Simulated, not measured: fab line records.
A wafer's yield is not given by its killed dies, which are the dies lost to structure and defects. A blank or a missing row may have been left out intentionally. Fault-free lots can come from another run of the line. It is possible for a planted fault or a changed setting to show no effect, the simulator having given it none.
Problem report, 8D (eight disciplines) form, completed by code    flow n5-finfet    the parts of the form that need people (team, actions taken, sign-off) are left out

## 1. THE ISSUE
run-length-s at N5_FIN_CUT_CUT_ETCH_26 reads a mean of 76.2 s on 4 wafers of 3 lots; wafers without a fault read 79.0 s with a standard deviation of 0.49. Measured from the usual mean, that is -5.6 standard deviations.
The step: etches SiNx in CH3F/O2, target depth 39 nm, time 55.7 s.
First observed at day 4 01:32: wafer L932.1, on rie-diel-02. Wafers with a number at this step in the record: 25, from 9 lots. Rule for "out" (also "out of limits"): further than 4 standard deviations from the usual mean. The rest of the wafers with a number are treated as sound.

## 2. WHAT IT IS, AND WHAT IT ISN'T
question                     is                              is not
which readings at this step  run-length-s                    CH3F_flow_sccm, drypump-motor-current-A, oes-product-au, rf-vpp-V, showerhead-plenum-p-Torr, throttle-valve-pct
which lots                   L932, L933, L934                L929, L930, L945, L946, L947, L948
which wafers of those lots   L932.1, L932.3, L933.1, L934.1  L932.5, L933.4, L934.5
read on which tools          rie-diel-02                     rie-diel-04, rie-diel-05
when                         from day 4 01:32                up to then (7 sound wafers); but 14 sound wafers of L933, L934, L945, L946, L947, L948 came after

## 3. THE SUSPECTS, EACH WITH WHAT RULES IT OUT
Counting: if a tool at a process step up to the reading ran every lot that is out, it stays a suspect. Sound lots after the first of them don't rule it out here, since some wafers of a struck lot are sound.
- rie-diel-02 at N5_FIN_CUT_DESCUM_13 (chemistry O2, time 7 s): kept. Every lot that is out went through it, the first being L932 (day 4 01:05); the last sound lot it ran before that was L930 (day 3 09:47).
- rie-diel-02 at N5_FIN_CUT_CUT_ETCH_26 (etches SiNx in CH3F/O2, target depth 39 nm, time 55.7 s): kept. Every lot that is out went through it, the first being L932 (day 4 01:32); the last sound lot it ran before that was L930 (day 3 10:14). Its own run-length-s readings are out on those wafers.
After counting, rie-diel-02 at N5_FIN_CUT_DESCUM_13 and rie-diel-02 at N5_FIN_CUT_CUT_ETCH_26 remain.

## 4. THE CAUSE (what the simulator had put in)
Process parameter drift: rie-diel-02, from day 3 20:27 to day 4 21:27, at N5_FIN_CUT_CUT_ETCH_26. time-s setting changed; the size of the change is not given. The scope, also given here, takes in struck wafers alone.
After counting, 2 suspects remain, this tool included.

## 5. SEQUENCE OF EFFECTS, ordered by route
Each row: a reading whose mean over the struck wafers that have a number lies more than 3 standard deviations from the usual. Only readings for which the record gives a usual standard deviation are gone through. hours: the time from each lot's start at the first step in this table that gives one to its start at this step, as a median over the lots. sigmas: the change in usual standard deviations.
hours  step                    reading       usual   on struck wafers  change  sigmas
0      N5_FIN_CUT_CUT_ETCH_26  run-length-s  79.0 s  76.2              -2.8    -5.6
It contains these process steps:
- N5_FIN_CUT_CUT_ETCH_26: etches SiNx in CH3F/O2, target depth 39 nm, time 55.7 s.
Later steps that measure or inspect, where all struck wafers having a row at the step show a number for every such reading and not one has moved that far: N5_BEOL_M4_RC_MEAS_101.

## 6. WHAT WOULD HAVE CAUGHT IT SOONER
First out-of-limits reading in this record: day 4 01:32, which is 5 hours after fault onset at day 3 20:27.
